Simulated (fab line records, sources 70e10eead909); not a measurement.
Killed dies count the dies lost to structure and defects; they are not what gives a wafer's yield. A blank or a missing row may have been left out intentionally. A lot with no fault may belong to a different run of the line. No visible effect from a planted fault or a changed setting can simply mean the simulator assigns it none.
fab line records	flow nandHarc
[record] lots = 24	wafers = 72	lastDay = 24
route steps=1159 shown A_SLIT@790 A_WL_FILL@813 A_CONTACT@857
lots with no fault: from the same line, run without faults
startH: hours from the record's opening day to when the first of the lot's shown wafers began	waitH: hours since the lot's step before	" identical to the entry in the row above	L1.1+2: several wafers, shown together as one row	- value missing, or start not given	* or withheld: withheld	< > ~ a bound
route shown NAME@n: a module of which the file shows steps, and the number in the route of the first	usual: mean/standard deviation of fault-free wafers	same: alike in all rows	chamber/n: place in a boat	sites: per-site readings	_std_site: standard deviation across them	_edge_site: the outer-site mean with the inner-site mean subtracted	radiusMm: how far each site lies from the wafer's centre	mask NAME#n: copy n	behind: the last tool/chamber to shape the wafer	hold: what put the lot on hold/how long, in hours/how the hold closed	device: the transistor (n, p or np) that didn't switch	end of line: the same wafers' tests at the end of the route	where a step has no rows: the recipe by itself	killed: dies lost to structure and defects at the first sort, not the wafer's yield	map: shows each die of a wafer: x if killed, . if not, _ if none is there
set.NAME: the setting that was run; set.NAME@STEP: the one run at that earlier step	model.NAME: the simulator's own value behind a step, which no gauge read
the route's steps for a sample of lots (tables are steps, rows are wafers)
services: when a tool's chamber went out of use (startH, in hours from the record's first day, below 0 if earlier), for how many hours, and the reason
[[steps]]
[step NHARC_A_SLIT_CD_MEAS_09]
[recipe] targetCdNm = 300	landingEnergyEv = 500
[usual] cdNm = 300.0/0.46
lot.wafer	tool	chamber	startH	waitH	cdNm
L075.3	cdSem-01	0	315.34	-	299.7
L075.4	"	0	"	"	299.6
L075.6	"	0	"	"	299.7
L074.1	cdSem-02	0	316.05	-	299.4
L074.4	"	0	"	"	300.1
L074.6	"	0	"	"	299.6
L077.1	cdSem-03	0	327.66	-	300.1
L077.3	"	0	"	"	299.3
L077.4	"	0	"	"	299.9
L076.3	cdSem-02	0	328.98	-	300.0
L076.5	"	0	"	"	300.3
L076.6	"	0	"	"	299.8
L078.4	cdSem-01	0	350.74	-	299.9
L078.5	"	0	"	"	299.8
L078.6	"	0	"	"	299.9
L079.1	cdSem-03	0	350.99	-	300.3
L079.5	"	0	"	"	299.2
L079.6	"	0	"	"	299.8
L080.2	cdSem-02	0	367.12	-	300.5
L080.3	"	0	"	"	299.7
L080.4	"	0	"	"	300.3
L081.1	cdSem-01	0	369.23	-	298.3
L081.5	"	0	"	"	300.0
L081.6	"	0	"	"	299.3
L082.1	cdSem-02	0	369.86	-	301.3
L082.4	"	0	"	"	300.9
L082.5	"	0	"	"	300.7
L084.2	cdSem-01	0	378.70	-	300.4
L084.3	"	0	"	"	300.4
L084.4	"	0	"	"	300.2
L083.1	cdSem-01	0	378.97	-	300.1
L083.3	"	0	"	"	300.3
L083.5	"	0	"	"	300.4
L087.1	cdSem-03	0	394.86	-	300.3
L087.2	"	0	"	"	300.4
L087.4	"	0	"	"	299.7
L085.2	cdSem-02	0	395.43	-	300.0
L085.3	"	0	"	"	299.9
L085.5	"	0	"	"	300.1
L086.2	cdSem-02	0	395.58	-	300.6
L086.5	"	0	"	"	299.9
L086.6	"	0	"	"	300.7
L089.2	cdSem-02	0	405.61	-	299.7
L089.4	"	0	"	"	299.5
L089.5	"	0	"	"	299.3
L088.1	cdSem-03	0	405.77	-	300.0
L088.2	"	0	"	"	301.5
L088.4	"	0	"	"	300.5
L090.1	cdSem-03	0	419.95	-	300.4
L090.3	"	0	"	"	299.9
L090.5	"	0	"	"	300.5
L091.3	cdSem-01	0	421.16	-	300.1
L091.5	"	0	"	"	300.4
L091.6	"	0	"	"	300.0
L092.1	cdSem-03	0	430.82	-	300.5
L092.3	"	0	"	"	300.4
L092.4	"	0	"	"	300.7
L093.1	cdSem-03	0	446.41	-	300.0
L093.4	"	0	"	"	300.2
L093.6	"	0	"	"	299.5
L096.1	cdSem-03	0	446.73	-	301.1
L096.4	"	0	"	"	300.4
L096.6	"	0	"	"	300.7
L094.1	cdSem-03	0	448.60	-	299.6
L094.2	"	0	"	"	300.2
L094.5	"	0	"	"	300.0
L095.3	cdSem-01	0	452.29	-	300.2
L095.5	"	0	"	"	299.5
L095.6	"	0	"	"	299.2
L097.3	cdSem-02	0	467.63	-	299.9
L097.4	"	0	"	"	300.0
L097.5	"	0	"	"	300.6
[step NHARC_A_WL_FILL_CVD_03]
[recipe] targetThkA = 400	tempC = 300	pressureTorr = 40	wf6FlowSccm = 40	h2FlowSccm = 1600	arFlowSccm = 1560	timeS = 3302	material = W
[usual] heaterPowerW = 442/42	throttleValvePct = 8.09/0.18
[same] timeS = 3302
lot.wafer	tool	chamber	startH	waitH	heaterPowerW	throttleValvePct
L075.3	cvdW-01	0	335.05	1.0	375	8.18
L075.4	"	1	"	"	479	8.04
L075.6	"	0	"	"	388	8.04
L074.1	cvdW-02	1	336.70	2.6	468	8.08
L074.4	"	0	338.12	4.0	428	7.99
L074.6	"	1	"	"	480	8.36
L076.3	cvdW-02	1	341.22	1.3	464	8.08
L076.5	"	1	"	"	474	8.63
L076.6	"	0	"	"	423	7.80
L077.1	cvdW-02	1	343.57	3.4	469	8.47
L077.3	"	0	"	"	430	7.95
L077.4	"	1	"	"	462	8.24
L079.1	cvdW-01	1	363.70	0.5	491	8.27
L079.5	"	0	365.13	2.0	378	8.12
L079.6	"	1	"	"	490	8.14
L078.4	cvdW-02	1	364.76	1.5	485	8.07
L078.6	"	0	"	"	436	7.98
L078.5	"	1	"	"	477	8.45
L080.2	cvdW-01	0	380.02	0.5	366	8.20
L080.3	"	1	"	"	506	8.11
L080.4	"	0	"	"	382	8.04
L082.1	cvdW-02	0	384.85	0.1	424	7.82
L082.4	"	1	386.26	1.5	465	8.27
L082.5	"	0	"	"	435	7.96
L081.1	cvdW-01	0	385.23	0.5	382	7.97
L081.5	"	1	386.65	1.9	495	8.04
L081.6	"	0	"	"	383	8.25
L083.1	cvdW-02	1	398.48	5.7	468	8.32
L083.3	"	0	"	"	423	8.02
L083.5	"	0	"	"	429	8.23
L084.2	cvdW-02	0	400.82	7.7	433	8.16
L084.3	"	0	"	"	437	8.09
L084.4	"	1	"	"	463	8.24
L087.2	cvdW-02	0	410.35	0.1	420	8.11
L087.1	"	1	"	"	477	8.48
L087.4	"	0	"	"	433	7.80
L085.2	cvdW-01	1	412.63	2.1	499	8.08
L085.3	"	0	414.03	3.5	377	8.05
L085.5	"	0	"	"	374	8.26
L086.2	cvdW-01	1	415.98	5.1	506	8.11
L086.5	"	1	417.89	7.0	508	8.14
L086.6	"	0	"	"	389	8.14
L089.2	cvdW-02	1	426.66	8.8	445	7.75
L089.4	"	1	"	"	440	7.80
L089.5	"	0	"	"	422	8.04
L088.1	cvdW-01	0	427.45	9.5	366	8.19
L088.2	"	1	"	"	510	8.01
L088.4	"	0	"	"	385	7.85
L090.1	cvdW-02	0	435.14	2.9	423	8.51
L090.3	"	0	"	"	434	7.91
L090.5	"	0	"	"	429	7.93
L091.3	cvdW-01	1	437.27	4.9	507	7.98
L091.6	"	0	"	"	374	8.34
L091.5	"	1	"	"	492	7.76
L092.1	cvdW-02	1	450.69	2.9	453	7.81
L092.3	"	0	"	"	419	8.12
L092.4	"	1	"	"	437	7.97
L096.1	cvdW-02	0	461.34	0.1	424	8.00
L096.4	"	0	"	"	423	8.01
L096.6	"	1	463.69	2.4	454	8.12
L093.1	cvdW-01	0	461.35	0.1	380	8.32
L093.4	"	0	"	"	381	8.08
L093.6	"	1	463.71	2.4	505	8.10
L094.1	cvdW-02	0	464.16	2.6	439	8.19
L094.2	"	1	"	"	440	8.22
L094.5	"	1	466.47	4.9	437	7.96
L095.3	cvdW-01	1	466.78	1.7	510	8.10
L095.5	"	0	"	"	380	8.27
L095.6	"	1	"	"	494	8.32
L097.4	cvdW-02	1	481.11	1.0	441	7.95
L097.3	"	0	"	"	419	8.25
L097.5	"	0	"	"	430	8.26
[step NHARC_A_WL_FILL_ALD_10]
[recipe] targetThkA = 500	pulseTimeS = 10	aldCycles = 500	tempC = 300	material = SiO2
[usual] heaterPowerW = 484/59	precursorPulseHeightRel = 1.000/0.021
[same] aldCycles = 500
lot.wafer	tool	chamber	startH	waitH	heaterPowerW	precursorPulseHeightRel
L074.1	aldHk-02	3	343.45	0.6	459	1.014
L074.4	"	0	"	"	468	0.991
L074.6	"	2	345.02	2.1	407	0.987
L075.3	aldHk-01	3	343.95	1.1	608	0.990
L075.4	"	1	346.00	3.1	560	0.969
L075.6	"	3	348.06	5.2	594	1.010
L077.4	aldHk-03	1	350.22	1.0	479	1.005
L077.3	"	2	"	"	555	1.014
L077.1	"	3	"	"	459	1.005
L076.3	aldHk-01	2	350.26	1.1	434	0.990
L076.6	"	1	353.33	4.1	565	0.981
L076.5	"	2	354.35	5.2	450	0.963
L079.1	aldHk-03	3	383.01	1.1	452	1.007
L079.6	"	1	384.03	2.1	456	1.009
L079.5	"	2	"	"	547	0.990
L078.4	aldHk-01	0	383.56	1.6	473	0.983
L078.5	"	1	"	"	560	0.990
L078.6	"	2	"	"	430	0.997
L080.3	aldHk-01	1	388.85	0.1	556	1.001
L080.4	"	3	389.88	1.1	599	0.984
L080.2	"	0	"	"	449	0.987
L082.1	aldHk-01	1	393.65	0.1	559	0.959
L082.4	"	2	"	"	438	0.996
L082.5	"	2	396.25	2.7	442	1.001
L081.1	aldHk-03	3	397.13	3.5	462	0.974
L081.6	"	0	398.16	4.6	463	1.021
L081.5	"	1	399.20	5.6	462	1.039
L083.3	aldHk-02	3	407.04	0.0	477	1.033
L083.1	"	0	"	"	457	1.000
L083.5	"	3	409.12	2.1	473	1.023
L084.3	aldHk-03	3	413.10	0.0	461	1.049
L084.4	"	1	415.16	2.1	467	0.970
L084.2	"	2	416.19	3.1	551	0.955
L087.4	aldHk-01	2	420.10	0.6	455	1.032
L087.1	"	3	"	"	606	0.984
L087.2	"	0	"	"	452	1.011
L085.3	aldHk-03	3	420.59	1.1	454	1.022
L085.2	"	1	422.62	3.1	457	1.025
L085.5	"	3	424.66	5.1	457	1.005
L086.2	aldHk-02	3	425.48	0.6	464	0.993
L086.5	"	2	427.05	2.1	410	0.993
L086.6	"	3	"	"	462	0.987
L088.2	aldHk-03	0	435.14	0.1	484	0.979
L088.1	"	1	"	"	462	0.991
L088.4	"	3	436.68	1.6	448	1.003
L089.2	aldHk-01	3	435.15	0.1	604	1.012
L089.4	"	0	"	"	450	1.003
L089.5	"	3	437.19	2.1	609	1.007
L090.1	aldHk-03	1	444.29	0.6	476	0.995
L090.3	"	3	445.32	1.6	454	1.009
L090.5	"	0	"	"	480	1.017
L091.3	aldHk-02	3	444.82	1.1	480	1.008
L091.5	"	1	445.85	2.1	379	0.981
L091.6	"	2	"	"	410	0.997
L092.1	aldHk-02	0	460.37	0.6	452	0.993
L092.3	"	1	"	"	391	0.992
L092.4	"	2	"	"	410	0.991
L096.1	aldHk-01	0	470.50	0.3	454	1.020
L096.4	"	2	471.55	1.3	452	1.004
L096.6	"	0	472.60	2.4	456	0.998
L094.2	aldHk-03	1	470.82	0.6	464	0.987
L094.1	"	3	471.87	1.6	457	0.999
L094.5	"	0	"	"	487	0.981
L093.1	aldHk-02	3	474.00	3.8	468	1.018
L093.4	"	0	"	"	524	0.966
L093.6	"	1	"	"	411	1.011
L095.3	aldHk-03	1	475.60	1.1	469	1.028
L095.5	"	3	476.64	2.1	444	1.012
L095.6	"	0	"	"	484	1.022
L097.4	aldHk-03	0	489.09	0.0	493	1.020
L097.3	"	2	490.11	1.1	552	0.985
L097.5	"	1	491.63	2.6	472	0.981
[step NHARC_A_CONTACT_DESCUM_47]
[recipe] timeS = 3	o2FlowSccm = 200	arFlowSccm = 0	biasPowerW = 0	chemistry = O2
[usual] drypumpMotorCurrentA = 5.5/0.31	oesProductAu = 1.003/0.01	rfVppV = 57.8/0.83	showerheadPlenumPTorr = 1.91/0.084	throttleValvePct = 11.311/0.0079
[same] timeS = 3
lot.wafer	tool	chamber	startH	waitH	drypumpMotorCurrentA	oesProductAu	rfHoursCounterH	rfVppV	showerheadPlenumPTorr	throttleValvePct
L074.1	rieDiel-09	0	366.09	0.1	4.9	0.996	41	58.1	1.86	11.304
L074.4	"	1	"	"	5.6	0.990	42	59.1	1.91	11.312
L074.6	"	3	"	"	6.0	0.997	-	57.6	1.96	11.299
L075.3	rieDiel-09	0	371.60	0.1	4.9	0.988	44	57.2	1.86	11.312
L075.4	"	1	"	"	5.6	0.995	44	58.0	1.90	11.318
L075.6	"	0	"	"	4.9	0.996	-	57.4	1.86	11.307
L077.3	rieDiel-11	1	376.38	0.1	5.0	1.007	0	57.6	1.98	11.303
L077.1	"	2	"	"	5.8	1.015	0	59.2	2.01	11.314
L077.4	"	3	"	"	5.7	1.000	0	57.3	1.87	11.306
L076.3	rieDiel-09	3	376.96	0.1	6.0	0.990	47	58.8	1.96	11.306
L076.5	"	3	"	"	6.0	0.982	-	58.9	1.96	11.308
L076.6	"	0	"	"	5.0	0.995	-	56.5	1.86	11.312
L078.4	rieDiel-11	0	402.22	0.1	5.6	1.015	5	56.0	1.76	11.318
L078.6	"	3	"	"	5.6	0.993	-	59.3	1.86	11.315
L078.5	"	0	"	"	5.6	1.002	-	57.3	1.76	11.305
L079.1	rieDiel-01	3	406.37	0.1	5.0	1.007	21	57.4	1.97	11.297
L079.5	"	3	"	"	5.0	1.003	-	58.4	1.97	11.318
L079.6	"	0	"	"	5.5	0.998	-	57.4	1.90	11.300
L080.2	rieDiel-11	0	413.95	0.1	5.6	1.009	6	56.5	1.76	11.304
L080.3	"	2	"	"	5.8	1.014	5	58.0	2.01	11.308
L080.4	"	3	"	"	5.7	0.987	6	57.7	1.86	11.319
L082.4	rieDiel-01	3	416.53	0.1	5.0	1.006	24	58.0	1.97	11.310
L082.1	"	0	"	"	5.4	0.998	34	58.1	1.90	11.321
L082.5	"	1	"	"	5.6	0.996	-	59.3	2.04	11.312
L081.1	rieDiel-01	2	419.59	0.1	5.7	0.993	33	57.7	1.95	11.317
L081.6	"	3	"	"	5.0	1.002	-	57.9	1.97	11.304
L081.5	"	0	"	"	5.5	0.987	-	57.0	1.90	11.302
L083.3	rieDiel-11	2	433.33	0.1	5.8	1.013	8	58.4	2.01	11.307
L083.1	"	0	"	"	5.6	1.017	10	56.2	1.76	11.313
L083.5	"	1	"	"	5.0	1.021	-	58.7	1.97	11.296
L084.3	rieDiel-11	3	439.13	0.1	5.7	1.009	11	58.2	1.86	11.303
L084.2	"	0	"	"	5.6	1.017	11	57.0	1.76	11.310
L084.4	"	1	"	"	5.1	1.019	-	56.6	1.97	11.314
L087.1	rieDiel-11	0	440.94	0.1	5.6	1.012	12	57.7	1.76	11.323
L087.2	"	3	"	"	5.6	1.005	11	56.3	1.86	11.302
L087.4	"	3	"	"	5.7	0.997	-	57.9	1.86	11.317
L085.2	rieDiel-09	2	448.72	0.1	5.6	0.980	2	56.5	1.81	11.313
L085.3	"	0	"	"	4.9	1.001	2	57.0	1.85	11.306
L085.5	"	1	"	"	5.6	0.984	-	59.4	1.90	11.309
L086.2	rieDiel-11	0	452.90	0.1	5.6	1.008	15	57.3	1.76	11.317
L086.6	"	2	"	"	5.9	1.011	-	59.5	2.01	11.319
L086.5	"	3	"	"	5.6	1.005	-	57.8	1.86	11.310
L088.1	rieDiel-01	0	454.90	0.1	5.5	1.001	43	58.4	1.90	11.326
L088.2	"	1	"	"	5.6	1.005	48	58.0	2.04	11.311
L088.4	"	3	"	"	5.0	0.997	37	58.0	1.97	11.305
L089.2	rieDiel-11	1	455.15	0.1	5.0	1.019	15	57.9	1.97	11.315
L089.4	"	2	"	"	5.9	1.018	12	57.7	2.01	11.295
L089.5	"	0	"	"	5.6	1.010	-	56.4	1.76	11.312
L091.3	rieDiel-11	1	465.28	0.1	5.0	1.006	17	57.2	1.97	11.315
L091.6	"	2	"	"	5.8	1.007	-	58.2	2.01	11.323
L091.5	"	3	"	"	5.7	0.998	-	57.6	1.86	11.310
L090.1	rieDiel-01	0	466.27	0.1	5.5	0.995	48	57.0	1.89	11.308
L090.3	"	2	"	"	5.7	1.002	53	58.5	1.94	11.309
L090.5	"	0	"	"	5.5	0.990	-	57.3	1.89	11.297
L092.1	rieDiel-11	3	481.24	0.2	5.7	1.004	20	57.0	1.86	11.308
L092.3	"	1	"	"	5.0	1.017	21	57.1	1.97	11.292
L092.4	"	2	"	"	5.8	1.003	18	57.5	2.01	11.334
L094.1	rieDiel-11	3	492.83	0.1	5.7	1.004	21	56.6	1.86	11.320
L094.2	"	0	"	"	5.6	1.009	22	56.6	1.76	11.312
L094.5	"	2	"	"	5.8	1.016	-	59.1	2.00	11.307
L096.4	rieDiel-11	2	496.87	0.1	5.8	1.010	19	59.7	2.00	11.304
L096.1	"	0	"	"	5.6	0.998	23	57.5	1.76	11.290
L096.6	"	1	"	"	5.0	1.017	-	58.3	1.97	11.307
L095.3	rieDiel-11	0	499.88	0.1	5.6	1.002	24	56.3	1.76	11.303
L095.5	"	1	"	"	5.0	1.017	-	58.6	1.97	11.306
L095.6	"	2	"	"	5.8	1.017	-	60.3	2.00	11.305
L093.1	rieDiel-01	1	500.90	0.1	5.6	0.992	0	58.3	2.03	11.312
L093.4	"	2	"	"	5.7	0.993	0	57.8	1.94	11.309
L093.6	"	0	"	"	5.4	1.007	-	57.9	1.89	11.306
L097.4	rieDiel-01	0	515.21	0.1	5.5	1.021	5	56.8	1.89	11.308
L097.3	"	1	"	"	5.6	0.999	5	58.5	2.03	11.308
L097.5	"	1	"	"	5.6	1.006	-	58.8	2.03	11.299
[step NHARC_A_CONTACT_ETCH_48]
[recipe] targetDepthA = 390	overEtchFrac = 0.3	timeS = 65	ionEnergyEv = 80	cf4FlowSccm = 150	arFlowSccm = 0	rfW = 300	biasW = 100	chemistry = CF4
[usual] drypumpMotorCurrentA = 5.5/0.32	oesProductAu = 1.004/0.01	rfVppV = 151.3/1.2	showerheadPlenumPTorr = 1.77/0.073	throttleValvePct = 13.283/0.01
[same] overEtchFrac = 0.3	timeS = 65
lot.wafer	tool	chamber	startH	waitH	drypumpMotorCurrentA	oesProductAu	rfHoursCounterH	rfVppV	showerheadPlenumPTorr	throttleValvePct
L074.4	rieDiel-09	2	366.16	0.1	5.6	0.993	36	149.7	1.69	13.280
L074.1	"	0	"	"	4.9	0.992	41	150.2	1.72	13.284
L074.6	"	2	"	"	5.6	0.986	-	150.2	1.69	13.289
L075.3	rieDiel-09	2	371.73	0.1	5.6	0.980	37	151.1	1.69	13.289
L075.4	"	0	"	"	4.9	0.996	44	150.5	1.72	13.281
L075.6	"	2	"	"	5.6	0.988	-	149.1	1.69	13.283
L077.1	rieDiel-11	0	376.46	0.1	5.6	0.987	0	150.2	1.64	13.284
L077.4	"	1	"	"	5.1	1.000	0	152.3	1.82	13.290
L077.3	"	2	"	"	5.8	1.018	0	152.2	1.85	13.288
L076.3	rieDiel-09	3	377.06	0.1	6.0	0.994	47	152.1	1.81	13.295
L076.5	"	1	"	"	5.6	1.002	-	152.0	1.76	13.281
L076.6	"	2	"	"	5.6	0.989	-	149.2	1.69	13.302
L078.4	rieDiel-11	0	402.30	0.1	5.6	1.014	5	150.0	1.64	13.278
L078.5	"	0	"	"	5.6	1.009	-	149.0	1.64	13.276
L078.6	"	1	"	"	5.0	1.014	-	152.1	1.82	13.288
L079.1	rieDiel-01	3	406.54	0.2	5.0	0.997	21	150.4	1.82	13.290
L079.6	"	3	"	"	5.0	0.999	-	150.5	1.82	13.277
L079.5	"	0	"	"	5.5	0.997	-	150.5	1.76	13.276
L080.4	rieDiel-11	0	414.03	0.1	5.6	1.015	6	149.6	1.64	13.297
L080.3	"	1	"	"	5.0	1.018	5	152.7	1.82	13.266
L080.2	"	2	"	"	5.8	1.023	5	152.6	1.85	13.270
L082.4	rieDiel-01	1	416.61	0.1	5.6	1.003	30	152.2	1.88	13.287
L082.1	"	2	"	"	5.7	0.991	32	151.9	1.80	13.296
L082.5	"	0	"	"	5.5	1.000	-	151.6	1.76	13.290
L081.1	rieDiel-01	2	419.65	0.1	5.7	0.996	33	150.9	1.80	13.284
L081.6	"	1	"	"	5.6	1.000	-	152.0	1.88	13.274
L081.5	"	2	"	"	5.7	0.988	-	151.2	1.80	13.276
L083.3	rieDiel-11	0	433.46	0.1	5.6	1.014	10	151.3	1.64	13.306
L083.1	"	2	"	"	5.9	1.010	8	153.7	1.85	13.272
L083.5	"	3	"	"	5.7	1.000	-	150.5	1.72	13.289
L084.2	rieDiel-11	0	439.22	0.1	5.6	1.021	11	150.0	1.64	13.291
L084.3	"	3	"	"	5.6	1.006	11	151.7	1.72	13.273
L084.4	"	1	"	"	5.0	1.021	-	154.3	1.82	13.285
L087.1	rieDiel-11	0	441.06	0.1	5.6	1.011	12	149.6	1.64	13.272
L087.2	"	1	"	"	5.0	1.006	11	151.4	1.82	13.279
L087.4	"	1	"	"	5.0	1.016	-	151.4	1.82	13.275
L085.3	rieDiel-09	2	448.85	0.1	5.6	0.994	2	149.7	1.68	13.285
L085.2	"	0	"	"	4.9	1.010	2	151.8	1.72	13.277
L085.5	"	2	"	"	5.6	0.997	-	150.7	1.68	13.285
L086.2	rieDiel-11	3	452.99	0.1	5.7	0.994	15	151.3	1.72	13.294
L086.6	"	0	"	"	5.6	1.003	-	149.9	1.64	13.309
L086.5	"	1	"	"	5.0	1.007	-	152.2	1.82	13.273
L088.4	rieDiel-01	2	454.99	0.1	5.7	0.997	48	150.9	1.79	13.300
L088.2	"	0	"	"	5.5	1.001	43	151.7	1.75	13.277
L088.1	"	1	"	"	5.6	1.007	48	152.7	1.88	13.290
L089.2	rieDiel-11	3	455.22	0.1	5.7	0.995	15	149.6	1.72	13.275
L089.4	"	1	"	"	5.0	1.023	15	153.3	1.82	13.261
L089.5	"	3	"	"	5.7	0.997	-	151.3	1.72	13.290
L091.3	rieDiel-11	3	465.35	0.1	5.7	1.002	17	152.1	1.72	13.268
L091.6	"	1	"	"	5.0	1.011	-	152.4	1.82	13.275
L091.5	"	2	"	"	5.9	1.012	-	153.8	1.85	13.301
L090.1	rieDiel-01	0	466.36	0.1	5.5	1.008	48	150.7	1.75	13.285
L090.3	"	1	"	"	5.6	1.003	53	152.6	1.87	13.291
L090.5	"	3	"	"	5.0	1.013	-	151.3	1.81	13.286
L092.3	rieDiel-11	1	481.40	0.1	5.0	1.005	21	152.2	1.82	13.271
L092.1	"	3	"	"	5.6	0.994	20	150.6	1.72	13.285
L092.4	"	0	"	"	5.6	1.008	21	150.8	1.64	13.282
L094.2	rieDiel-11	0	492.90	0.1	5.6	1.013	22	150.2	1.64	13.281
L094.1	"	1	"	"	5.0	1.019	22	152.6	1.82	13.282
L094.5	"	1	"	"	5.0	1.008	-	153.9	1.82	13.290
L096.4	rieDiel-11	1	496.96	0.1	5.0	1.010	23	151.7	1.82	13.293
L096.1	"	3	"	"	5.7	0.995	22	151.3	1.72	13.273
L096.6	"	0	"	"	5.6	1.004	-	148.4	1.64	13.290
L095.3	rieDiel-11	1	499.96	0.1	5.0	1.018	24	151.1	1.82	13.289
L095.5	"	2	"	"	5.8	1.003	-	152.1	1.85	13.300
L095.6	"	3	"	"	5.7	0.999	-	151.4	1.72	13.268
L093.4	rieDiel-01	2	500.99	0.1	5.7	0.991	0	150.6	1.79	13.260
L093.1	"	3	"	"	5.0	1.001	0	152.2	1.81	13.272
L093.6	"	0	"	"	5.5	1.013	-	150.9	1.75	13.282
L097.3	rieDiel-01	3	515.35	0.1	5.0	1.006	6	152.5	1.81	13.273
L097.4	"	0	"	"	5.5	1.014	5	150.3	1.75	13.282
L097.5	"	2	"	"	5.7	0.998	-	153.2	1.79	13.278
[step NHARC_A_CONTACT_ETCH_117]
[recipe] sourceW = withheld	pressureMtorr = 20	biasV = 3000	timeS = 94	targetDepthA = 9220	arFlowSccm = withheld	c4f8FlowSccm = withheld	o2FlowSccm = withheld	chemistry = C4F8/O2/Ar
[usual] oesAirLineAu = 1.002/0.021
[same] timeS = 94
lot.wafer	tool	chamber	startH	waitH	oesAirLineAu	rfHoursCounterH
L074.1	harCapEtch-02	1	367.99	0.1	1.014	8
L074.4	"	1	"	"	1.009	-
L074.6	"	0	"	"	1.042	-
L075.4	harCapEtch-01	1	373.79	0.1	0.989	-
L075.3	"	0	"	"	0.983	-
L075.6	"	0	"	"	0.976	-
L077.1	harCapEtch-02	0	378.30	0.1	1.028	10
L077.3	"	1	"	"	0.971	-
L077.4	"	0	"	"	1.006	-
L076.3	harCapEtch-03	0	378.92	0.1	1.016	-
L076.6	"	1	"	"	0.966	-
L076.5	"	0	"	"	1.026	-
L078.4	harCapEtch-01	0	404.41	0.1	1.020	-
L078.6	"	1	"	"	1.009	-
L078.5	"	0	"	"	1.020	-
L079.1	harCapEtch-02	1	408.80	0.1	1.036	14
L079.5	"	0	"	"	0.980	-
L079.6	"	1	"	"	0.992	-
L080.2	harCapEtch-01	1	415.88	0.1	1.003	62
L080.3	"	0	"	"	1.048	-
L080.4	"	1	"	"	0.989	-
L082.1	harCapEtch-03	1	418.64	0.1	0.994	90
L082.4	"	0	"	"	1.005	-
L082.5	"	0	"	"	0.995	-
L081.1	harCapEtch-01	1	421.51	0.1	0.998	63
L081.5	"	0	"	"	1.015	-
L081.6	"	1	"	"	0.991	-
L083.1	harCapEtch-01	0	435.31	0.1	1.030	66
L083.3	"	0	"	"	0.968	-
L083.5	"	1	"	"	0.979	-
L084.2	harCapEtch-02	0	441.34	0.1	0.990	19
L084.4	"	1	"	"	1.011	-
L084.3	"	0	"	"	0.983	-
L087.2	harCapEtch-03	1	443.70	0.1	0.977	94
L087.1	"	0	"	"	0.988	94
L087.4	"	0	"	"	0.992	-
L085.2	harCapEtch-01	0	450.76	0.1	0.973	69
L085.3	"	0	"	"	0.965	-
L085.5	"	1	"	"	0.991	-
L086.2	harCapEtch-01	1	454.82	0.1	0.991	70
L086.6	"	0	"	"	0.993	-
L086.5	"	1	"	"	0.989	-
L088.1	harCapEtch-02	1	456.82	0.1	1.021	23
L088.2	"	0	"	"	1.015	23
L088.4	"	1	"	"	1.018	-
L089.2	harCapEtch-03	0	457.06	0.1	0.957	97
L089.4	"	0	"	"	0.974	-
L089.5	"	1	"	"	1.007	-
L091.3	harCapEtch-02	0	467.24	0.1	0.992	-
L091.6	"	1	"	"	1.018	-
L091.5	"	0	"	"	1.000	-
L090.1	harCapEtch-02	1	468.71	0.1	1.022	27
L090.3	"	0	"	"	1.009	-
L090.5	"	0	"	"	0.985	-
L092.1	harCapEtch-01	0	483.80	0.1	1.006	76
L092.3	"	0	"	"	1.013	-
L092.4	"	1	"	"	1.024	-
L094.2	harCapEtch-01	0	494.95	0.1	1.009	77
L094.1	"	1	"	"	0.974	77
L094.5	"	1	"	"	1.005	-
L096.1	harCapEtch-02	1	498.81	0.1	0.974	30
L096.4	"	0	"	"	1.015	-
L096.6	"	1	"	"	1.012	-
L095.3	harCapEtch-01	0	501.84	0.1	0.984	-
L095.5	"	1	"	"	1.002	-
L095.6	"	0	"	"	0.995	-
L093.1	harCapEtch-03	0	502.82	0.1	0.989	105
L093.4	"	0	"	"	0.998	-
L093.6	"	1	"	"	0.993	-
L097.3	harCapEtch-02	0	517.29	0.1	0.994	-
L097.4	"	1	"	"	0.982	-
L097.5	"	1	"	"	1.008	-
[[services]]
tool	chamber	startH	hours	kind
rieDiel-01	-	314.80	9.0	pm
rieDiel-11	0	321.72	-	clean
rieDiel-11	1	321.72	-	clean
rieDiel-11	2	321.72	-	clean
rieDiel-01	3	331.80	21.5	repair
cvdW-01	-	340.12	1.3	repair
rieDiel-11	2	350.98	16.6	repair
aldHk-03	-	364.21	0.8	repair
rieDiel-11	-	367.16	9.0	pm
cvdW-01	0	387.82	6.6	repair
rieDiel-01	1	402.50	4.2	repair
aldHk-01	-	409.14	10.0	pm
cvdW-02	-	413.18	13.0	pm
rieDiel-01	0	427.90	15.1	repair
rieDiel-09	-	432.00	9.0	pm
rieDiel-01	3	436.30	5.6	repair
rieDiel-09	0	468.52	4.2	repair
rieDiel-01	2	468.70	7.5	repair
cvdW-01	-	475.97	13.0	pm
rieDiel-01	-	491.80	9.0	pm
rieDiel-11	0	495.03	1.5	repair
aldHk-03	-	500.72	10.0	pm
rieDiel-09	0	513.05	5.8	repair
aldHk-02	-	514.30	1.5	repair
[[key]]
fault none
